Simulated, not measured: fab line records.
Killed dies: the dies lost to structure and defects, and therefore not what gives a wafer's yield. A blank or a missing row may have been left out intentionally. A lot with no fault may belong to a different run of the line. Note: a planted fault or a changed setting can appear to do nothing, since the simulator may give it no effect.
fab line records + flow n5Finfet
record:
- lots: 6
- wafers: 17
- lastDay: 19
route steps=1938 shown BEOL_M10@1487 BEOL_M15@1830
lots untouched by any fault: they come from a run of this same line in which no faults occurred
startH: hours from the record's first day to the start of the lot's first wafer shown + waitH: hours elapsed since this lot's preceding step + " same as the row above + L1.1+2: several wafers, shown together as one row + - value missing, or start not given + * or withheld: withheld + < > ~ a bound
route shown NAME@n: a module of which the file shows steps, and the number in the route of the first + usual: average and standard deviation across the fault-free wafers + same: alike in all rows + chamber/n: place in a boat + sites: the reading at each site + _std_site: the standard deviation of these + _edge_site: mean of outer sites minus mean of inner sites + radiusMm: how far each site lies from the wafer's centre + mask NAME#n: copy n + behind: the last tool/chamber to shape the wafer + hold: why the lot was held/for how many hours/how that ended + device: the n, p or np transistor that did not switch + end of line: at the end of the route, the tests of the same wafers + where a step has no rows: the recipe by itself + killed: count of dies lost to structure and defects at first sort (not the wafer's yield) + map: a wafer's dies, marking killed ones x, the rest . and places with no die _
set.NAME: setting as actually run; set.NAME@STEP: the setting as run at that earlier step + model.NAME: the simulator's own value behind a step, which no gauge read
route steps across a sampled set of lots; one table per step, one row per wafer
services: from which hour (startH, from the record's first day; less than 0 if before it) a tool's chamber was out of use, for how many hours, and why
== steps ==
step: N5_BEOL_M10_ETCH_61
recipe:
- chemistry: CF4
- target: SiARC
- targetDepthA: 390
- maskMaterial: CAR-ArF
- timeS: 65
- ionEnergyEv: 80
- pressureMtorr: 40
- sourceW: 545
- biasW: 36
- Ar_flow_sccm: 100
- cf4FlowSccm: 100
- ends: cleared
usual:
- drypumpMotorCurrentA: 5.73/0.27
- etchRfOnTimeS: 65.1/1.2
- mfcArSccm: 100.0/0.31
- oesProductAu: 0.70/0.053
- rfVppV: 184.3/1.1
- showerheadPlenumPTorr: 2.16/0.063
- throttleValvePct: 15.47/0.23
| lot.wafer | tool       | chamber | startH | waitH | drypumpMotorCurrentA | etchRfOnTimeS | mfcArSccm | oesProductAu | rfHoursCounterH | rfVppV | showerheadPlenumPTorr | throttleValvePct |
|-----------|------------|---------|--------|-------|----------------------|---------------|-----------|--------------|-----------------|--------|-----------------------|------------------|
| L629.1    | rieDiel-06 | 3       | 299.50 | 0.0   | 5.26                 | 62.8          | 99.9      | 0.79         | 33              | 184.1  | 2.19                  | 15.12            |
| L629.4    | "          | 0       | "      | "     | 5.60                 | 64.6          | 100.4     | 0.69         | 90              | 185.1  | 2.25                  | 15.68            |
| L629.6    | "          | 0       | "      | "     | 5.57                 | 64.6          | 100.4     | 0.69         | -               | 185.4  | 2.25                  | 15.69            |
| L630.2    | rieDiel-05 | 2       | 302.80 | 0.0   | 6.13                 | 66.8          | 100.0     | 0.67         | 117             | 183.7  | 2.14                  | 15.77            |
| L630.3    | "          | 1       | "      | "     | 5.81                 | 66.8          | 100.1     | 0.71         | 60              | 184.8  | 2.17                  | 15.18            |
| L630.6    | "          | 1       | "      | "     | 5.79                 | 66.2          | 99.6      | 0.73         | -               | 185.4  | 2.17                  | 15.18            |
| L631.2    | rieDiel-05 | 2       | 306.91 | 0.0   | 6.13                 | 65.9          | 100.5     | 0.67         | 119             | 183.6  | 2.14                  | 15.77            |
| L631.3    | "          | 3       | "      | "     | 5.91                 | 66.0          | 99.7      | 0.74         | 32              | 185.3  | 2.12                  | 15.54            |
| L631.4    | "          | 1       | "      | "     | 5.83                 | 66.4          | 99.8      | 0.71         | -               | 185.5  | 2.17                  | 15.20            |
| L632.1    | rieDiel-06 | 0       | 334.24 | 0.0   | 5.59                 | 65.1          | 100.2     | 0.67         | 105             | 183.5  | 2.24                  | 15.71            |
| L632.2    | "          | 2       | "      | "     | 5.73                 | 64.7          | 99.6      | 0.69         | 97              | 184.5  | 2.25                  | 15.35            |
| L641.3    | rieDiel-06 | 2       | 397.17 | 0.0   | 5.74                 | 64.9          | 99.7      | 0.67         | 117             | 184.1  | 2.25                  | 15.38            |
| L641.5    | "          | 1       | "      | "     | 5.61                 | 64.6          | 100.3     | 0.66         | -               | 183.9  | 2.07                  | 15.55            |
| L641.6    | "          | 3       | "      | "     | 5.25                 | 63.5          | 100.3     | 0.74         | -               | 185.1  | 2.17                  | 15.20            |
| L642.1    | rieDiel-05 | 0       | 397.43 | 0.0   | 5.60                 | 65.5          | 99.7      | 0.61         | 188             | 183.6  | 2.12                  | 15.46            |
| L642.5    | "          | 2       | "      | "     | 6.16                 | 66.1          | 99.9      | 0.64         | -               | 184.8  | 2.13                  | 15.85            |
| L642.6    | "          | 3       | "      | "     | 5.90                 | 67.0          | 99.9      | 0.70         | -               | 183.7  | 2.10                  | 15.60            |
step: N5_BEOL_M10_HM_OPEN_17
recipe:
- chemistry: Cl2/BCl3
- targetDepthA: 200
- overetchA: 60
- target: TiN
- maskMaterial: SOC
- ionEnergyEv: 150
- pressureMtorr: 10
- icpW: 1000
- biasW: 126
- Cl2_flow_sccm: 53.25
- bcl3FlowSccm: 21.75
- Ar_flow_sccm: 25
usual:
- drypumpMotorCurrentA: 5.6/0.44
- mfcArSccm: 25.01/0.075
- oes_ar_750_au: 0.81/0.089
- oesProductAu: 0.69/0.071
- throttleValvePct: 21.99/0.21
| lot.wafer | tool        | chamber | startH | waitH | drypumpMotorCurrentA | mfcArSccm | oes_ar_750_au | oesProductAu | rfHoursCounterH | throttleValvePct |
|-----------|-------------|---------|--------|-------|----------------------|-----------|---------------|--------------|-----------------|------------------|
| L629.1    | rieMetal-02 | 0       | 299.74 | 0.0   | 5.4                  | 24.85     | 0.81          | 0.69         | 23              | 22.18            |
| L629.4    | "           | 1       | "      | "     | 5.7                  | 25.03     | 0.77          | 0.63         | -               | 21.81            |
| L629.6    | "           | 1       | "      | "     | 5.7                  | 24.94     | 0.76          | 0.64         | -               | 21.82            |
| L630.2    | rieMetal-03 | 0       | 303.36 | 0.3   | 6.4                  | 25.07     | 0.76          | 0.69         | 33              | 22.22            |
| L630.3    | "           | 0       | "      | "     | 6.4                  | 25.09     | 0.76          | 0.68         | -               | 22.26            |
| L630.6    | "           | 0       | "      | "     | 6.4                  | 25.03     | 0.76          | 0.68         | -               | 22.24            |
| L631.2    | rieMetal-02 | 0       | 307.15 | 0.0   | 5.4                  | 25.06     | 0.81          | 0.69         | 23              | 22.16            |
| L631.3    | "           | 0       | "      | "     | 5.4                  | 24.98     | 0.82          | 0.70         | -               | 22.16            |
| L631.4    | "           | 1       | "      | "     | 5.7                  | 24.88     | 0.77          | 0.65         | -               | 21.80            |
| L632.1    | rieMetal-02 | 1       | 334.47 | 0.0   | 5.7                  | 24.95     | 0.76          | 0.64         | 53              | 21.80            |
| L632.2    | "           | 1       | "      | "     | 5.8                  | 24.98     | 0.74          | 0.64         | -               | 21.79            |
| L641.3    | rieMetal-03 | 1       | 397.43 | 0.1   | 5.5                  | 25.06     | 0.84          | 0.70         | -               | 21.94            |
| L641.5    | "           | 1       | "      | "     | 5.5                  | 25.05     | 0.84          | 0.70         | -               | 21.93            |
| L641.6    | "           | 0       | "      | "     | 6.4                  | 25.10     | 0.74          | 0.67         | -               | 22.26            |
| L642.1    | rieMetal-03 | 0       | 397.67 | 0.0   | 6.4                  | 25.05     | 0.74          | 0.66         | 41              | 22.25            |
| L642.5    | "           | 0       | "      | "     | 6.4                  | 24.96     | 0.74          | 0.67         | -               | 22.25            |
| L642.6    | "           | 1       | "      | "     | 5.5                  | 25.00     | 0.83          | 0.70         | -               | 21.93            |
step: N5_BEOL_M10_TRENCH_ETCH_37
recipe:
- chemistry: C4F6/O2
- targetDepthA: 1488.3
- target: SiCOH_lowk
- timeS: 48
- ionEnergyEv: 250
- pressureMtorr: 30
- sourceW: 345
- biasW: 185
- Ar_flow_sccm: 300
- C4F6_flow_sccm: 10
- O2_flow_sccm: 10
usual:
- drypumpMotorCurrentA: 5.72/0.25
- mfcArSccm: 300.0/0.92
- oes_ar_750_au: 0.83/0.06
- oesProductAu: 0.83/0.06
- rfVppV: 668/13
- runLengthS: 71.4/0.39
- showerheadPlenumPTorr: 2.89/0.091
- throttleValvePct: 20.83/0.22
| lot.wafer | tool       | chamber | startH | waitH | drypumpMotorCurrentA | mfcArSccm | oes_ar_750_au | oesProductAu | rfHoursCounterH | rfVppV | runLengthS | showerheadPlenumPTorr | throttleValvePct |
|-----------|------------|---------|--------|-------|----------------------|-----------|---------------|--------------|-----------------|--------|------------|-----------------------|------------------|
| L629.1    | rieDiel-06 | 2       | 302.12 | -     | 5.75                 | 299.4     | 0.81          | 0.81         | 82              | 689    | 71.3       | 3.02                  | 20.74            |
| L629.4    | "          | 3       | "      | "     | 5.26                 | 299.3     | 0.92          | 0.90         | 33              | 653    | 71.7       | 2.92                  | 20.51            |
| L629.6    | "          | 0       | "      | "     | 5.62                 | 300.2     | 0.79          | 0.80         | -               | 663    | 71.5       | 2.98                  | 21.00            |
| L630.2    | rieDiel-06 | 3       | 305.41 | -     | 5.27                 | 300.5     | 0.91          | 0.91         | 35              | 653    | 71.6       | 2.91                  | 20.53            |
| L630.3    | "          | 0       | "      | "     | 5.57                 | 301.2     | 0.79          | 0.80         | 93              | 664    | 71.5       | 2.98                  | 21.00            |
| L630.6    | "          | 0       | "      | "     | 5.58                 | 300.3     | 0.79          | 0.80         | -               | 664    | 71.8       | 2.98                  | 20.98            |
| L631.2    | rieDiel-06 | 0       | 310.33 | -     | 5.61                 | 299.5     | 0.79          | 0.80         | 95              | 665    | 82.7       | 2.98                  | 20.98            |
| L631.3    | "          | 2       | "      | "     | 5.76                 | 300.5     | 0.82          | 0.80         | 87              | 688    | 71.5       | 3.01                  | 20.70            |
| L631.4    | "          | 3       | "      | "     | 5.27                 | 301.3     | 0.91          | 0.90         | 38              | 653    | 71.5       | 2.91                  | 20.52            |
| L632.1    | rieDiel-06 | 1       | 336.30 | -     | 5.64                 | 301.0     | 0.79          | 0.78         | 135             | 676    | 83.2       | 2.76                  | 20.84            |
| L632.2    | "          | 2       | "      | "     | 5.77                 | 299.2     | 0.81          | 0.80         | 98              | 689    | 83.1       | 3.01                  | 20.74            |
| L641.3    | rieDiel-04 | 2       | 399.44 | -     | 5.46                 | 300.2     | 0.91          | 0.92         | 29              | 667    | 71.6       | 3.02                  | 21.07            |
| L641.5    | "          | 1       | "      | "     | 6.03                 | 299.6     | 0.84          | 0.84         | -               | 663    | 70.6       | 2.87                  | 20.85            |
| L641.6    | "          | 2       | "      | "     | 5.45                 | 299.7     | 0.91          | 0.92         | -               | 666    | 72.0       | 3.02                  | 21.04            |
| L642.1    | rieDiel-05 | 0       | 399.48 | -     | 5.58                 | 299.9     | 0.71          | 0.71         | 188             | 665    | 71.4       | 2.82                  | 20.67            |
| L642.5    | "          | 2       | "      | "     | 6.13                 | 300.8     | 0.75          | 0.74         | -               | 656    | 71.6       | 2.84                  | 21.21            |
| L642.6    | "          | 1       | "      | "     | 5.78                 | 300.1     | 0.80          | 0.79         | -               | 663    | 71.1       | 2.87                  | 20.52            |
step: N5_BEOL_M10_ETCH_41
recipe:
- chemistry: CH3F/O2
- target: SiCN
- targetDepthA: 426
- taperDeg: 2
- timeS: 86
- ionEnergyEv: 120
- maskMaterial: TiN
- pressureMtorr: 30
- sourceW: 395
- biasW: 75
- Ar_flow_sccm: 150
- CH3F_flow_sccm: 30
- O2_flow_sccm: 20
usual:
- drypumpMotorCurrentA: 5.71/0.25
- mfcArSccm: 149.9/0.47
- oesProductAu: 0.83/0.06
- rfVppV: 297.9/1.6
- runLengthS: 109.4/0.39
- showerheadPlenumPTorr: 2.03/0.067
- throttleValvePct: 16.19/0.22
| lot.wafer | tool       | chamber | startH | waitH | drypumpMotorCurrentA | mfcArSccm | oesProductAu | rfHoursCounterH | rfVppV | runLengthS | showerheadPlenumPTorr | throttleValvePct |
|-----------|------------|---------|--------|-------|----------------------|-----------|--------------|-----------------|--------|------------|-----------------------|------------------|
| L629.1    | rieDiel-06 | 2       | -      | -     | 5.75                 | 150.4     | 0.82         | 82              | 299.3  | 110.0      | 2.12                  | 16.07            |
| L629.4    | "          | 3       | "      | "     | 5.27                 | 149.3     | 0.90         | 34              | 296.8  | 110.2      | 2.05                  | 15.83            |
| L629.6    | "          | 0       | "      | "     | 5.59                 | 150.3     | 0.80         | -               | 300.5  | 109.6      | 2.10                  | 16.36            |
| L630.2    | rieDiel-06 | 3       | -      | -     | 5.25                 | 149.4     | 0.90         | 35              | 297.9  | 109.7      | 2.05                  | 15.85            |
| L630.3    | "          | 0       | "      | "     | 5.57                 | 149.9     | 0.81         | 93              | 298.7  | 109.3      | 2.10                  | 16.38            |
| L630.6    | "          | 0       | "      | "     | 5.58                 | 150.7     | 0.80         | -               | 301.1  | 110.1      | 2.10                  | 16.37            |
| L631.2    | rieDiel-06 | 0       | -      | -     | 5.61                 | 150.2     | 0.80         | 95              | 298.9  | 109.4      | 2.10                  | 16.38            |
| L631.3    | "          | 2       | "      | "     | 5.75                 | 149.6     | 0.81         | 87              | 299.1  | 109.6      | 2.12                  | 16.07            |
| L631.4    | "          | 3       | "      | "     | 5.25                 | 149.6     | 0.91         | 38              | 298.4  | 109.5      | 2.05                  | 15.86            |
| L632.1    | rieDiel-06 | 1       | -      | -     | 5.61                 | 149.8     | 0.78         | 135             | 294.1  | 109.2      | 1.94                  | 16.21            |
| L632.2    | "          | 2       | "      | "     | 5.75                 | 150.2     | 0.80         | 98              | 299.9  | 109.7      | 2.12                  | 16.11            |
| L641.3    | rieDiel-04 | 2       | -      | -     | 5.45                 | 149.9     | 0.92         | 29              | 300.2  | 109.6      | 2.13                  | 16.39            |
| L641.5    | "          | 1       | "      | "     | 6.05                 | 149.5     | 0.84         | -               | 298.9  | 109.0      | 2.02                  | 16.23            |
| L641.6    | "          | 2       | "      | "     | 5.44                 | 150.0     | 0.92         | -               | 300.7  | 109.5      | 2.13                  | 16.38            |
| L642.1    | rieDiel-05 | 0       | -      | -     | 5.59                 | 149.8     | 0.71         | 188             | 298.6  | 109.0      | 1.98                  | 16.16            |
| L642.5    | "          | 2       | "      | "     | 6.14                 | 149.8     | 0.75         | -               | 296.4  | 109.4      | 1.99                  | 16.58            |
| L642.6    | "          | 1       | "      | "     | 5.80                 | 149.4     | 0.79         | -               | 297.8  | 108.8      | 2.02                  | 15.93            |
step: N5_BEOL_M10_OCD_MEAS_38
usual:
- trenchDepthNm: 148.9/2.5
| lot.wafer | tool   | chamber | startH | waitH | trenchDepthNm |
|-----------|--------|---------|--------|-------|---------------|
| L629.1    | ocd-01 | -       | 302.30 | -     | 148.2         |
| L629.4    | "      | -       | "      | "     | 150.4         |
| L629.6    | "      | -       | "      | "     | 148.1         |
| L630.2    | ocd-01 | -       | 305.60 | -     | 149.8         |
| L630.3    | "      | -       | "      | "     | 148.6         |
| L630.6    | "      | -       | "      | "     | 148.5         |
| L631.2    | ocd-01 | -       | 310.52 | -     | 185.1         |
| L631.3    | "      | -       | "      | "     | 147.8         |
| L631.4    | "      | -       | "      | "     | 149.9         |
| L632.1    | ocd-02 | -       | 336.48 | -     | 185.0         |
| L632.2    | "      | -       | "      | "     | 185.4         |
| L641.3    | ocd-02 | -       | 399.63 | -     | 150.7         |
| L641.5    | "      | -       | "      | "     | 151.4         |
| L641.6    | "      | -       | "      | "     | 149.8         |
| L642.1    | ocd-01 | -       | 399.67 | -     | 146.4         |
| L642.5    | "      | -       | "      | "     | 143.9         |
| L642.6    | "      | -       | "      | "     | 145.6         |
step: N5_BEOL_M10_THK_MEAS_53
recipe:
- thkMeasGauge: xrf
- reads: Cu_of_BEOL_M10_ECD_50
usual:
- M10_THK: 138.9/2.6
| lot.wafer | tool         | chamber | startH | waitH | M10_THK[nm] |
|-----------|--------------|---------|--------|-------|-------------|
| L629.1    | filmMetro-02 | -       | 304.65 | 0.3   | 138.7       |
| L629.4    | "            | -       | "      | "     | 138.6       |
| L629.6    | "            | -       | "      | "     | 138.6       |
| L630.2    | filmMetro-02 | -       | 308.20 | -     | 140.6       |
| L630.3    | "            | -       | "      | "     | 140.0       |
| L630.6    | "            | -       | "      | "     | 138.9       |
| L631.2    | filmMetro-02 | -       | 312.64 | -     | 173.8       |
| L631.3    | "            | -       | "      | "     | 140.2       |
| L631.4    | "            | -       | "      | "     | 142.1       |
| L632.1    | filmMetro-02 | -       | 340.41 | -     | 172.9       |
| L632.2    | "            | -       | "      | "     | 174.1       |
| L641.3    | filmMetro-02 | -       | 402.05 | -     | 138.1       |
| L641.5    | "            | -       | "      | "     | 141.5       |
| L641.6    | "            | -       | "      | "     | 139.9       |
| L642.1    | filmMetro-01 | -       | 402.08 | -     | 137.7       |
| L642.5    | "            | -       | "      | "     | 135.1       |
| L642.6    | "            | -       | "      | "     | 134.9       |
step: N5_BEOL_M10_RS_MEAS_57
recipe:
- thkMeasGauge: four-point-probe
- reads: Cu_of_BEOL_M10_ECD_50+Co_of_BEOL_M10_CVD_75+TaN_of_BEOL_M10_ALD_74
usual:
- M10_RS: 0.151/0.0032
| lot.wafer | tool         | chamber | startH | waitH | M10_RS[ohm/sq] |
|-----------|--------------|---------|--------|-------|----------------|
| L629.1    | filmMetro-02 | -       | 304.78 | 0.1   | 0.152          |
| L629.4    | "            | -       | "      | "     | 0.152          |
| L629.6    | "            | -       | "      | "     | 0.152          |
| L630.2    | filmMetro-01 | -       | 308.34 | 0.1   | 0.149          |
| L630.3    | "            | -       | "      | "     | 0.151          |
| L630.6    | "            | -       | "      | "     | 0.151          |
| L631.2    | filmMetro-01 | -       | 312.81 | 0.1   | 0.118          |
| L631.3    | "            | -       | "      | "     | 0.149          |
| L631.4    | "            | -       | "      | "     | 0.147          |
| L632.1    | filmMetro-02 | -       | 340.54 | 0.1   | 0.118          |
| L632.2    | "            | -       | "      | "     | 0.118          |
| L641.3    | filmMetro-01 | -       | 402.18 | 0.1   | 0.150          |
| L641.5    | "            | -       | "      | "     | 0.147          |
| L641.6    | "            | -       | "      | "     | 0.149          |
| L642.1    | filmMetro-02 | -       | 402.22 | 0.1   | 0.153          |
| L642.5    | "            | -       | "      | "     | 0.156          |
| L642.6    | "            | -       | "      | "     | 0.156          |
step: N5_BEOL_M15_RC_MEAS_101
usual:
- COMB_M11: 1.6e-11/3.4e-12
- COMB_M12: 6.7e-12/1.7e-12
- COMB_M13: 5.2e-12/1.5e-12
- COMB_M14: 4e-12/1.3e-12
- COMB_M15: 2.8e-12/1.2e-12
- COMB_M5: 3.8e-11/7.7e-12
- COMB_M6: 2.6e-11/5.3e-12
- COMB_M7: 2.7e-11/5.6e-12
- COMB_M8: 2.5e-11/5.9e-12
- COMB_M9: 1.5e-11/3.2e-12
- SERP_M10: 3.05/0.082
- SERP_M10_max_site: 3.15/0.094
- SERP_M11: 3.06/0.085
- SERP_M12: 0.644/0.018
- SERP_M13: 0.308/0.0066
- SERP_M14: 0.161/0.0035
- SERP_M5: 39.0/1.6
- SERP_M6: 13.7/0.46
- SERP_M6_max_site: 14.3/0.52
- SERP_M7: 13.7/0.55
- SERP_M8: 13.7/0.5
- SERP_M9: 3.06/0.088
- SERP_M9_max_site: 3.16/0.088
| lot.wafer | tool      | chamber | startH | waitH | COMB_M11[S/m] | COMB_M12[S/m] | COMB_M13[S/m] | COMB_M14[S/m] | COMB_M15[S/m] | COMB_M5[S/m] | COMB_M6[S/m] | COMB_M7[S/m] | COMB_M8[S/m] | COMB_M9[S/m] | SERP_M10[ohm/um] | SERP_M10_max_site[ohm/um] | SERP_M11[ohm/um] | SERP_M12[ohm/um] | SERP_M13[ohm/um] | SERP_M14[ohm/um] | SERP_M5[ohm/um] | SERP_M6[ohm/um] | SERP_M6_max_site[ohm/um] | SERP_M7[ohm/um] | SERP_M8[ohm/um] | SERP_M9[ohm/um] | SERP_M9_max_site[ohm/um] |
|-----------|-----------|---------|--------|-------|---------------|---------------|---------------|---------------|---------------|--------------|--------------|--------------|--------------|--------------|------------------|---------------------------|------------------|------------------|------------------|------------------|-----------------|-----------------|--------------------------|-----------------|-----------------|-----------------|--------------------------|
| L629.1    | prober-02 | 0       | 345.50 | 0.0   | 1.3e-11       | 6e-12         | 3.8e-12       | 2.8e-12       | 1.9e-12       | 3.7e-11      | 1.8e-11      | 2.3e-11      | 2.5e-11      | 1.8e-11      | 3.05             | 3.16                      | 3.08             | 0.633            | 0.306            | 0.157            | 39.5            | 13.6            | 14.4                     | 14.1            | 13.0            | 3.12            | 3.17                     |
| L629.4    | "         | 0       | "      | "     | 1e-11         | 5e-12         | 4.4e-12       | 2.5e-12       | 2.2e-12       | 4.8e-11      | 2.2e-11      | 4.6e-11      | 2.4e-11      | 1.6e-11      | 3.03             | 3.20                      | 3.09             | 0.663            | 0.321            | 0.162            | 39.2            | 13.9            | 14.1                     | 14.3            | 12.6            | 3.05            | 3.19                     |
| L629.6    | "         | 0       | "      | "     | 1.5e-11       | 6.3e-12       | 3.2e-12       | 2.4e-12       | 8e-13         | 3.5e-11      | 3.6e-11      | 3e-11        | 2e-11        | 1.6e-11      | 3.09             | 3.21                      | 3.05             | 0.644            | 0.311            | 0.158            | 40.2            | 14.1            | 14.5                     | 13.9            | 13.1            | 3.01            | 3.09                     |
| L630.2    | prober-01 | 0       | 347.68 | 0.2   | 1.5e-11       | 6.3e-12       | 5.8e-12       | 5.7e-12       | 5.3e-12       | 3.8e-11      | 2e-11        | 3.9e-11      | 2.5e-11      | 1.5e-11      | 2.94             | 3.04                      | 3.26             | 0.669            | 0.297            | 0.164            | 38.8            | 13.8            | 14.5                     | 14.2            | 13.0            | 3.18            | 3.26                     |
| L630.3    | "         | 0       | "      | "     | 2.8e-11       | 7.9e-12       | 7e-12         | 4.2e-12       | 4.3e-12       | 4.4e-11      | 1.8e-11      | 3.3e-11      | 2.9e-11      | 2.3e-11      | 3.09             | 3.18                      | 2.97             | 0.674            | 0.310            | 0.164            | 40.7            | 13.8            | 14.4                     | 14.0            | 13.4            | 3.06            | 3.25                     |
| L630.6    | "         | 0       | "      | "     | 1.9e-11       | 8e-12         | 7.3e-12       | 4.9e-12       | 4.6e-12       | 4.4e-11      | 2.1e-11      | 2.4e-11      | 2.5e-11      | 1.9e-11      | 3.09             | 3.18                      | 3.00             | 0.664            | 0.302            | 0.164            | 39.0            | 13.6            | 14.2                     | 14.0            | 12.8            | 3.13            | 3.19                     |
| L631.2    | prober-01 | 0       | 350.65 | 0.2   | 1.6e-11       | 1.04e-11      | 7.5e-12       | 5.2e-12       | 4.1e-12       | 4e-11        | 2.1e-11      | 2.5e-11      | 2.1e-11      | 1.6e-11      | 2.37             | 2.43                      | 3.18             | 0.659            | 0.315            | 0.156            | 39.2            | 13.4            | 14.3                     | 14.4            | 14.2            | 2.94            | 3.13                     |
| L631.3    | "         | 0       | "      | "     | 1.8e-11       | 7.2e-12       | 5.6e-12       | 4.8e-12       | 3.4e-12       | 3.6e-11      | 1.9e-11      | 2.6e-11      | 2.1e-11      | 1.5e-11      | 3.00             | 3.05                      | 3.23             | 0.638            | 0.311            | 0.160            | 38.0            | 14.0            | 14.5                     | 14.8            | 13.1            | 3.13            | 3.20                     |
| L631.4    | "         | 0       | "      | "     | 2e-11         | 9.1e-12       | 7.9e-12       | 5.9e-12       | 3.3e-12       | 4.2e-11      | 2.1e-11      | 2.7e-11      | 2.6e-11      | 1.5e-11      | 2.99             | 3.03                      | 3.09             | 0.660            | 0.306            | 0.164            | 37.5            | 13.6            | 14.0                     | 13.6            | 13.3            | 3.14            | 3.28                     |
| L632.1    | prober-02 | 0       | 374.95 | 0.4   | 1.4e-11       | 6.6e-12       | 2.8e-12       | 2.3e-12       | 1.4e-12       | 3.3e-11      | 1.7e-11      | 2.5e-11      | 2.5e-11      | 1.5e-11      | 2.41             | 2.47                      | 2.90             | 0.620            | 0.308            | 0.165            | 44.1            | 12.8            | 13.0                     | 14.3            | 13.1            | 3.10            | 3.19                     |
| L632.2    | "         | 0       | "      | "     | 1.2e-11       | 5.6e-12       | 4e-12         | 3.4e-12       | 1.9e-12       | 4.7e-11      | 3e-11        | 2.6e-11      | 2e-11        | 1.5e-11      | 2.41             | 2.45                      | 3.16             | 0.642            | 0.318            | 0.169            | 41.1            | 13.1            | 13.8                     | 14.3            | 14.1            | 3.11            | 3.16                     |
| L642.1    | prober-01 | 0       | 443.93 | 0.0   | 1.9e-11       | 8.6e-12       | 6.5e-12       | 4.5e-12       | 4.6e-12       | 3e-11        | 3.1e-11      | 2.9e-11      | 2.6e-11      | 1.7e-11      | 3.15             | 3.32                      | 3.05             | 0.649            | 0.299            | 0.163            | 37.2            | 13.3            | 13.8                     | 13.3            | 14.2            | 3.08            | 3.12                     |
| L642.5    | "         | 0       | "      | "     | 2.3e-11       | 9.2e-12       | 7.1e-12       | 5.8e-12       | 4.4e-12       | 4.9e-11      | 3.2e-11      | 3e-11        | 2.7e-11      | 2.2e-11      | 3.22             | 3.27                      | 2.99             | 0.640            | 0.310            | 0.166            | 40.4            | 13.8            | 14.1                     | 12.9            | 14.1            | 3.07            | 3.10                     |
| L642.6    | "         | 0       | "      | "     | 2e-11         | 8.7e-12       | 7.9e-12       | 4.4e-12       | 4.4e-12       | 3.3e-11      | 3.1e-11      | 3.2e-11      | 2.1e-11      | 1.5e-11      | 3.13             | 3.26                      | 2.96             | 0.661            | 0.299            | 0.159            | 39.2            | 13.7            | 14.2                     | 13.2            | 14.0            | 3.00            | 3.04                     |
| L641.3    | prober-02 | 0       | 443.94 | 0.3   | 1.1e-11       | 3.9e-12       | 3.6e-12       | 3.3e-12       | 2.3e-12       | 3.4e-11      | 2.2e-11      | 2.7e-11      | 2.9e-11      | 1e-11        | 3.05             | 3.25                      | 2.94             | 0.617            | 0.315            | 0.159            | 39.7            | 13.7            | 14.5                     | 14.3            | 13.5            | 2.97            | 3.00                     |
| L641.5    | "         | 0       | "      | "     | 1.7e-11       | 4.9e-12       | 3.9e-12       | 3e-12         | 2.1e-12       | 3.7e-11      | 1.8e-11      | 1.6e-11      | 2.9e-11      | 1.3e-11      | 3.04             | 3.16                      | 3.08             | 0.660            | 0.310            | 0.162            | 41.6            | 14.6            | 15.0                     | 14.2            | 13.9            | 3.02            | 3.25                     |
| L641.6    | "         | 0       | "      | "     | 1.5e-11       | 6e-12         | 5.2e-12       | 3.3e-12       | 1.7e-12       | 5.2e-11      | 2.4e-11      | 2.9e-11      | 2.9e-11      | 1.6e-11      | 2.91             | 3.09                      | 2.91             | 0.620            | 0.290            | 0.168            | 39.1            | 13.5            | 14.0                     | 13.7            | 13.4            | 3.00            | 3.04                     |
sites SERP_M10 radiusMm=0,75,75,75,75,140,140,140,140
L629.1 3.16 3.05 3.12 3.12 3.09 2.86 2.97 2.90 2.91
L630.2 3.04 3.03 2.94 2.99 2.99 2.92 2.83 2.89 2.89
L631.2 2.42 2.40 2.43 2.37 2.43 2.37 2.37 2.37 2.35
L632.1 2.31 2.39 2.41 2.38 2.40 2.47 2.47 2.47 2.46
L642.1 3.10 3.15 3.08 3.08 3.13 3.32 3.21 3.26 3.28
L641.3 3.00 3.02 3.05 3.03 3.03 3.24 3.12 3.14 3.25
== services ==
| tool        | chamber | startH | hours | kind   |
|-------------|---------|--------|-------|--------|
| rieDiel-04  | -       | 292.12 | 28.1  | pm     |
| rieDiel-04  | 1       | 326.00 | 10.0  | repair |
| rieDiel-05  | 0       | 329.85 | 3.2   | repair |
| rieMetal-02 | 0       | 330.54 | 9.5   | repair |
| rieDiel-05  | -       | 339.29 | 2.8   | pm     |
| rieDiel-04  | -       | 341.02 | 0.3   | repair |
| rieDiel-05  | 1       | 355.98 | 1.7   | repair |
| rieDiel-04  | -       | 391.12 | 0.2   | repair |
| rieDiel-06  | 0       | 393.32 | 5.4   | repair |
== key ==
firstSign:
- step: N5_BEOL_M10_TRENCH_ETCH_37
- reading: runLengthS
- direction: up
- sigmas: 29
- usual: *
- struck: *
effect:
- step: N5_BEOL_M10_OCD_MEAS_38
- reading: trenchDepthNm
- direction: up
- sigmas: 15
- usual: 148.9
- struck: 185.1
effect:
- step: N5_BEOL_M10_THK_MEAS_53
- reading: M10_THK
- direction: up
- sigmas: 13
- usual: 138.9
- struck: 173.6
effect:
- step: N5_BEOL_M10_RS_MEAS_57
- reading: M10_RS
- direction: down
- sigmas: 10
- usual: 0.151
- struck: 0.118
effect:
- step: N5_BEOL_M15_RC_MEAS_101
- reading: SERP_M10
- direction: down
- sigmas: 8.1
- usual: 3.05
- struck: 2.40
metAt N5_BEOL_M10_TRENCH_ETCH_37
struckLots L631,L632
struckWafers L631.2,L632.1,L632.2
notActingAt N5_BEOL_M10_ETCH_61,N5_BEOL_M10_HM_OPEN_17,N5_BEOL_M10_ETCH_41
onsetBetween 305.41 310.33
fault:
- kind: processParameterDrift
- tool: rieDiel-06
- chamber: -
- onsetH: 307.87
- steps: N5_BEOL_M10_TRENCH_ETCH_37
- channel: timeS
- offset: *
- shape: step
- endH: 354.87
- scope: struckWafersOnly
- actsIn: *
- stated: *
